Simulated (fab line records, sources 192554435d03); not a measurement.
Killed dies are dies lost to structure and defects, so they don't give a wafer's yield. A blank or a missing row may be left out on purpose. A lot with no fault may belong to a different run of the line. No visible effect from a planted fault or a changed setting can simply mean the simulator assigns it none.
Lot-split experiment | flow n5 finfet | 21 wafers read from 7 lots, route of 1938 steps

== ABOUT THE SPLIT ==
At N5_BEOL_M8_COAT_60 (time 60 s, resist thk 35 nm), the setting spin rpm was moved away from the recipe's 1500 rpm on 5 of the 21 wafers read, by -6.7% to +9.9%. For the rest of the wafers, this setting stayed at what the recipe calls for.

== FROM THE SPLIT TO THE READING: what the file shows between them, 4 steps ==
- N5_BEOL_M8_COAT_05: resist thk 90 nm
- N5_BEOL_M8_EBR_07
- N5_BEOL_M8_DESCUM_16: chemistry O2, time 7.9 s
- N5_BEOL_M8_ETCH_61: etches SiARC in CF4, target depth 45.5 nm, time 75.8 s

== THE READING ==
SiARC_of_BEOL_M8_COAT_60.thk nm (the simulator's own value, which no gauge read), in nm, at N5_BEOL_M8_ETCH_62 (etches SOC in N2/H2, target depth 110 nm, overetch 22 nm, time 165 s). No usual value for it is given in the file. Here, 16 wafers ran the recipe; their average is 28.4 nm with a standard deviation of 0.33 nm.

wafer  | tool, chamber at the split | spin rpm as run, rpm | against the recipe | SiARC_of_BEOL_M8_COAT_60.thk nm, nm | against lot-mates on the recipe
L074.2 | litho track-05, 0          | 1500                 | recipe             | 28.2                                | -
L074.4 | litho track-05, 0          | 1500                 | recipe             | 28                                  | -
L074.5 | litho track-05, 0          | 1399                 | -6.7%              | 29.4                                | +1.3
L079.1 | litho track-05, 0          | 1500                 | recipe             | 28.8                                | -
L079.2 | litho track-05, 0          | 1648                 | +9.9%              | 26.6                                | -2.0
L079.5 | litho track-05, 0          | 1500                 | recipe             | 28.4                                | -
L084.4 | litho track-05, 0          | 1611                 | +7.4%              | 27.4                                | -1.4
L084.6 | litho track-05, 0          | 1611                 | +7.4%              | 27.4                                | -1.4
L084.5 | litho track-05, 0          | 1500                 | recipe             | 28.8                                | -
L086.4 | litho track-03, 0          | 1500                 | recipe             | 28.4                                | -
L086.5 | litho track-03, 0          | 1500                 | recipe             | 28.2                                | -
L086.6 | litho track-03, 0          | 1500                 | recipe             | 28                                  | -
L089.3 | litho track-03, 0          | 1500                 | recipe             | 27.6                                | -
L089.4 | litho track-03, 0          | 1500                 | recipe             | 28.4                                | -
L089.6 | litho track-03, 0          | 1500                 | recipe             | 28.4                                | -
L093.1 | litho track-05, 0          | 1500                 | recipe             | 28.4                                | -
L093.4 | litho track-05, 0          | 1500                 | recipe             | 28.8                                | -
L093.5 | litho track-05, 0          | 1500                 | recipe             | 28.8                                | -
L096.1 | litho track-02, 0          | 1500                 | recipe             | 28.4                                | -
L096.2 | litho track-02, 0          | 1449                 | -3.4%              | 29                                  | +0.5
L096.6 | litho track-02, 0          | 1500                 | recipe             | 28.6                                | -

FIT RESULTS
A straight line over all 21 wafers: SiARC_of_BEOL_M8_COAT_60.thk nm changes by -0.156 nm for each +1% of spin rpm; r = -0.88; the points scatter about the line by 0.31 nm.
The same after taking each lot's own level away (the mean of its wafers on the recipe; 21 wafers): -0.192 nm for each +1%; r = -0.96; scatter 0.2 nm.
According to that fit, moving spin rpm by its largest amount changes the reading by 1.9 nm.
Across the lots, their own levels run from 28.10 to 28.80 nm, a range of 2.1 times the standard deviation given above.
So the slope is not independent of the lot-to-lot level: the two fits are not the same.
Check: -1.85 nm against its lot-mates is what the line predicts for one of the wafers moved furthest among these (+9.9%) when that wafer is left out of the fit. It came out at -2 nm against them.

== THESE WAFERS: OTHER SPLITS ==
Before the reading, these wafers also passed through other splits. Each is held against what the fit with the lots' levels taken away leaves over:
other split on the same wafers    | wafers away from the commonest value | r with SiARC_of_BEOL_M8_COAT_60.thk nm (lot level and that fit taken away)
N5_BEOL_M5_HM_DEP_02 target thk a | 3                                    | -0.03
N5_BEOL_M5_COAT_71 spin rpm       | 5                                    | -0.07
N5_BEOL_M6_TRENCH_ETCH_37 bias w  | 7                                    | -0.25
N5_BEOL_M7_VIA_ETCH_34 source w   | 8                                    | +0.22

== THE WHOLE CHAIN: every reading that the file lists as answering this split, in the file's order ==
step               | what it does                                                         | reading                                                                            | change (the file's fit)               | r (the file's)
N5_BEOL_M8_COAT_60 | time 60 s, resist thk 35 nm                                          | SiARC_of_BEOL_M8_COAT_60.thk nm (the simulator's own value, which no gauge read)   | -0.172 nm for each +1% of the setting | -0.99
N5_BEOL_M8_ETCH_61 | etches SiARC in CF4, target depth 45.5 nm, time 75.8 s               | etch.depth nm (the simulator's own value, which no gauge read)                     | -0.168 nm for each +1% of the setting | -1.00
N5_BEOL_M8_ETCH_61 | etches SiARC in CF4, target depth 45.5 nm, time 75.8 s               | CAR-ArF_of_BEOL_M8_COAT_05.thk nm (the simulator's own value, which no gauge read) | +0.133 nm for each +1% of the setting | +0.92
N5_BEOL_M8_ETCH_62 | etches SOC in N2/H2, target depth 110 nm, overetch 22 nm, time 165 s | SiARC_of_BEOL_M8_COAT_60.thk nm (the simulator's own value, which no gauge read)   | -0.194 nm for each +1% of the setting | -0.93

== FILE'S OWN FIT ==
SiARC_of_BEOL_M8_COAT_60.thk nm changes by -0.194 nm for each +1% of spin rpm, r = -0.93.
